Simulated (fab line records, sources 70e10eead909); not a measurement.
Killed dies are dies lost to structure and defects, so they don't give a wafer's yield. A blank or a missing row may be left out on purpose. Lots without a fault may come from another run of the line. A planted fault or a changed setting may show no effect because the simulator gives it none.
fab line records | flow nand_harc | part 2 of 2: steps 21 to 27 of 27
record lots=5 wafers=15 last_day=23
route steps=1159 shown A_STAIRCASE@588
lots that met no fault: from a run of the same line without faults
start_h: hours from the record's first day to the start of the lot's first wafer shown | wait_h: hours since the lot's step before | " the same as in the row above | L1.1+2: a row that stands for several wafers | - no value, or no start given | * or withheld: withheld | < > ~ a bound
route shown NAME@n: a module of which the file shows steps, and the number in the route of the first | usual: mean/standard deviation of fault-free wafers | same: alike in all rows | chamber/n: place in a boat | sites: the reading at each site | _std_site: their standard deviation | _edge_site: outer sites' mean less inner sites' | radius_mm: how far each site lies from the wafer's centre | mask NAME#n: copy n | behind: the tool/chamber that last shaped the wafer | hold: why the lot was held/for how many hours/how that ended | device: the transistor (n, p or np) that didn't switch | end of line: the same wafers' tests at the end of the route | a step without rows: its recipe alone | killed: dies lost to structure and defects at the first sort, not the wafer's yield | map: a wafer's dies, x killed, . not, _ none there
set.NAME: the setting as run; set.NAME@STEP: as run at that earlier step | model.NAME: the simulator's own value behind a step, which no gauge read
lots at some steps of the route; a table a step, a row a wafer
services: from which hour (start_h, from the record's first day; less than 0 if before it) a tool's chamber was out of use, for how many hours, and why
## steps
# step NHARC_A_STAIRCASE_DEVELOP_216
# recipe time_s=140
# usual chill_plate_temp_C=23.00/0.13
# columns lot.wafer tool chamber start_h wait_h chill_plate_temp_C
L079.2 litho_track-05 0 - - 22.80
L079.4 " 0 " " 22.86
L079.5 " 0 " " 22.88
L080.2 litho_track-07 0 - - 23.13
L080.3 " 0 " " 23.05
L080.4 " 0 " " 23.14
L083.1 litho_track-07 0 - - 22.89
L083.5 " 0 " " 22.99
L083.6 " 0 " " 23.08
L085.2 litho_track-07 0 - - 23.09
L085.3 " 0 " " 23.13
L085.4 " 0 " " 22.94
L086.3 litho_track-07 0 - - 22.92
L086.5 " 0 " " 22.93
L086.6 " 0 " " 22.96
# step NHARC_A_STAIRCASE_HARDBAKE_218
# recipe temp_c=120 time_s=140
# usual chill_plate_temp_C=23.00/0.11
# columns lot.wafer tool chamber start_h wait_h chill_plate_temp_C
L079.2 litho_track-07 0 271.71 - 22.97
L079.4 " 0 " " 22.85
L079.5 " 0 " " 23.04
L080.2 litho_track-05 0 292.96 - 22.95
L080.3 " 0 " " 23.04
L080.4 " 0 " " 23.02
L083.1 litho_track-07 0 301.54 - 23.17
L083.5 " 0 " " 23.14
L083.6 " 0 " " 23.10
L085.2 litho_track-03 0 310.26 - 22.97
L085.3 " 0 " " 22.87
L085.4 " 0 " " 22.96
L086.3 litho_track-05 0 338.91 - 23.17
L086.5 " 0 " " 23.11
L086.6 " 0 " " 22.99
# step NHARC_A_STAIRCASE_DESCUM_219
# recipe time_s=3 o2_flow_sccm=200 ar_flow_sccm=0 bias_power_w=0 chemistry=O2
# usual drypump_motor_current_A=5.8/0.53 oes_product_au=0.997/0.012 rf_vpp_V=57.7/0.85 showerhead_plenum_p_Torr=1.89/0.083 throttle_valve_pct=11.312/0.0086
# same bias_power_w=0
# columns lot.wafer tool chamber start_h wait_h drypump_motor_current_A oes_product_au rf_hours_counter_h rf_vpp_V showerhead_plenum_p_Torr throttle_valve_pct
L079.2 rie_diel-13 0 271.81 - 5.9 0.979 57 58.6 1.91 11.311
L079.4 " 1 " " 5.8 0.994 60 56.5 1.82 11.312
L079.5 " 3 " " 6.1 1.002 - 57.5 1.78 11.313
L080.3 rie_diel-03 0 293.04 - 6.1 1.001 26 56.2 1.84 11.306
L080.2 " 1 " " 6.3 0.991 24 57.4 1.85 11.318
L080.4 " 3 " " 6.2 0.991 24 58.7 1.99 11.323
L083.1 rie_diel-13 3 301.64 - 6.0 1.016 8 56.7 1.78 11.303
L083.6 " 2 " " 5.2 0.986 - 58.4 2.05 11.322
L083.5 " 3 " " 6.1 1.019 - 57.0 1.78 11.311
L085.3 rie_diel-04 2 310.35 - 5.6 0.982 3 57.8 1.94 11.301
L085.4 " 0 " " 6.7 0.979 0 59.0 1.95 11.318
L085.2 " 1 " " 4.7 0.999 3 57.7 1.91 11.302
L086.3 rie_diel-13 0 339.00 - 5.9 0.979 19 58.1 1.90 11.312
L086.6 " 3 " " 6.1 1.036 - 56.6 1.77 11.315
L086.5 " 0 " " 5.9 0.990 - 58.6 1.90 11.316
# step NHARC_A_STAIRCASE_TRIM_220
# recipe time_s=211.2 o2_flow_sccm=500 ar_flow_sccm=0 bias_w=0 chemistry=O2
# usual drypump_motor_current_A=5.8/0.52 oes_product_au=0.996/0.013 rf_vpp_V=57.8/0.92 showerhead_plenum_p_Torr=3.49/0.15 throttle_valve_pct=17.036/0.0097
# same bias_w=0
# columns lot.wafer tool chamber start_h wait_h drypump_motor_current_A oes_product_au rf_hours_counter_h rf_vpp_V showerhead_plenum_p_Torr throttle_valve_pct
L079.2 rie_diel-13 1 271.88 0.1 5.8 0.991 60 57.8 3.37 17.019
L079.4 " 0 " " 5.9 0.978 57 58.6 3.51 17.034
L079.5 " 1 " " 5.8 0.993 - 58.0 3.37 17.027
L080.3 rie_diel-03 2 293.21 0.2 5.9 0.997 23 58.7 3.30 17.041
L080.2 " 3 " " 6.2 0.988 25 57.7 3.66 17.051
L080.4 " 0 " " 6.1 1.010 26 57.1 3.41 17.043
L083.1 rie_diel-13 2 301.72 0.1 5.2 0.987 8 57.6 3.77 17.021
L083.5 " 2 " " 5.2 0.975 - 58.5 3.77 17.026
L083.6 " 3 " " 6.1 1.029 - 58.2 3.29 17.043
L085.3 rie_diel-04 2 310.43 0.1 5.6 0.981 3 56.7 3.58 17.036
L085.2 " 0 " " 6.7 0.988 0 60.0 3.59 17.056
L085.4 " 1 " " 4.7 0.993 3 58.1 3.53 17.034
L086.3 rie_diel-13 3 339.11 0.1 6.1 1.028 20 56.9 3.29 17.046
L086.5 " 2 " " 5.2 0.979 - 58.2 3.76 17.039
L086.6 " 3 " " 6.0 1.033 - 57.7 3.29 17.040
# step NHARC_A_STAIRCASE_ETCH_221
# recipe target_depth_a=1000 time_s=40.5 ion_energy_ev=400 c4f8_flow_sccm=20 o2_flow_sccm=10 ar_flow_sccm=withheld rf_w=600 bias_w=1000 chemistry=C4F8/O2
# usual bias_w=1000.1/3 oes_product_au=0.935/0.015 rf_vpp_V=894/5.3
# columns lot.wafer tool chamber start_h wait_h bias_w oes_product_au rf_hours_counter_h rf_vpp_V
L079.2 rie_diel-13 2 - - 1002.0 0.957 55 905
L079.4 " 3 " " 999.3 0.929 51 887
L079.5 " 1 " " 1000.4 0.943 - 889
L080.4 rie_diel-03 0 - - 1002.7 0.927 26 893
L080.2 " 1 " " 997.3 0.921 24 892
L080.3 " 2 " " 1004.1 0.922 23 887
L083.1 rie_diel-13 2 - - 1000.6 0.926 9 905
L083.6 " 3 " " 1005.2 0.964 - 888
L083.5 " 0 " " 994.9 0.938 - 897
L085.3 rie_diel-04 3 - - 999.2 0.947 2 888
L085.4 " 0 " " 1001.7 0.954 0 898
L085.2 " 1 " " 996.8 0.949 3 896
L086.3 rie_diel-13 2 - - 999.6 0.926 20 904
L086.5 " 2 " " 1002.9 0.923 - 904
L086.6 " 0 " " 997.0 0.928 - 897
# step NHARC_A_STAIRCASE_TRIM_222
# recipe time_s=211.2 o2_flow_sccm=500 ar_flow_sccm=0 bias_w=0 chemistry=O2
# usual drypump_motor_current_A=5.8/0.55 oes_product_au=0.998/0.012 rf_vpp_V=57.8/0.95 showerhead_plenum_p_Torr=3.48/0.14 throttle_valve_pct=17.035/0.0087
# same bias_w=0
# columns lot.wafer tool chamber start_h wait_h drypump_motor_current_A oes_product_au rf_hours_counter_h rf_vpp_V showerhead_plenum_p_Torr throttle_valve_pct
L079.4 rie_diel-13 2 - - 5.2 1.004 55 57.6 3.78 17.029
L079.2 " 3 " " 6.1 0.992 51 58.0 3.30 17.027
L079.5 " 2 " " 5.2 1.014 - 59.0 3.78 17.022
L080.3 rie_diel-03 1 - - 6.4 0.993 24 56.6 3.42 17.030
L080.2 " 2 " " 5.9 1.000 23 56.4 3.30 17.035
L080.4 " 3 " " 6.2 0.989 25 58.2 3.66 17.038
L083.1 rie_diel-13 2 - - 5.2 0.976 9 57.8 3.77 17.042
L083.5 " 2 " " 5.2 0.983 - 58.3 3.77 17.006
L083.6 " 3 " " 6.1 1.017 - 57.6 3.29 17.040
L085.4 rie_diel-04 0 - - 6.7 0.986 0 58.6 3.59 17.053
L085.3 " 1 " " 4.7 1.001 3 56.2 3.53 17.025
L085.2 " 3 " " 5.6 1.003 2 57.4 3.33 17.048
L086.3 rie_diel-13 0 - - 5.9 0.991 19 58.3 3.50 17.041
L086.5 " 3 " " 6.1 1.037 - 57.2 3.29 17.050
L086.6 " 0 " " 5.9 0.983 - 57.5 3.50 17.043
# step NHARC_A_STAIRCASE_ETCH_223
# recipe target_depth_a=1000 time_s=40.5 ion_energy_ev=400 c4f8_flow_sccm=20 o2_flow_sccm=10 ar_flow_sccm=withheld rf_w=600 bias_w=1000 chemistry=C4F8/O2
# usual bias_w=999.9/2.8 oes_product_au=0.939/0.014 rf_vpp_V=894/5.4
# columns lot.wafer tool chamber start_h wait_h bias_w oes_product_au rf_hours_counter_h rf_vpp_V
L079.2 rie_diel-13 1 - - 1000.5 0.945 61 889
L079.4 " 3 " " 999.7 0.932 51 889
L079.5 " 2 " " 995.8 0.950 - 904
L080.2 rie_diel-03 3 - - 998.0 0.928 25 900
L080.4 " 1 " " 994.9 0.942 24 892
L080.3 " 2 " " 1004.5 0.929 23 887
L083.1 rie_diel-13 1 - - 1002.7 0.968 8 891
L083.6 " 2 " " 1004.2 0.929 - 905
L083.5 " 3 " " 1001.9 0.974 - 889
L085.4 rie_diel-04 3 - - 998.2 0.965 2 890
L085.2 " 1 " " 995.0 0.959 3 895
L085.3 " 2 " " 1001.4 0.932 3 899
L086.3 rie_diel-13 0 - - 1004.7 0.926 20 895
L086.6 " 0 " " 997.4 0.937 - 895
L086.5 " 2 " " 999.0 0.920 - 904
## services
# columns tool chamber start_h hours kind
rie_diel-13 0 255.57 - clean
rie_diel-13 1 255.57 - clean
rie_diel-13 2 255.57 - clean
rie_diel-13 3 255.57 - clean
wet_bench-07 - 272.00 8.0 pm
plasma_asher-01 - 276.17 9.0 pm
rie_diel-13 - 276.36 9.0 pm
rie_diel-13 0 276.36 9.0 vent_cycle
rie_diel-13 1 276.36 9.0 vent_cycle
rie_diel-13 2 276.36 9.0 vent_cycle
rie_diel-13 3 276.36 9.0 vent_cycle
rie_diel-04 0 281.10 27.7 repair
rie_diel-13 0 285.36 - clean
rie_diel-13 1 285.36 - clean
rie_diel-13 2 285.36 - clean
rie_diel-04 3 289.98 12.9 repair
rie_diel-04 - 290.56 9.0 pm
krf_scanner-04 - 298.00 4.0 pm
wet_bench-06 - 305.69 8.0 pm
plasma_asher-01 - 308.77 3.8 repair
krf_scanner-03 - 321.26 2.8 repair
wet_bench-03 - 323.28 8.0 pm
krf_scanner-03 - 324.18 1.4 repair
krf_scanner-02 - 332.73 1.2 repair
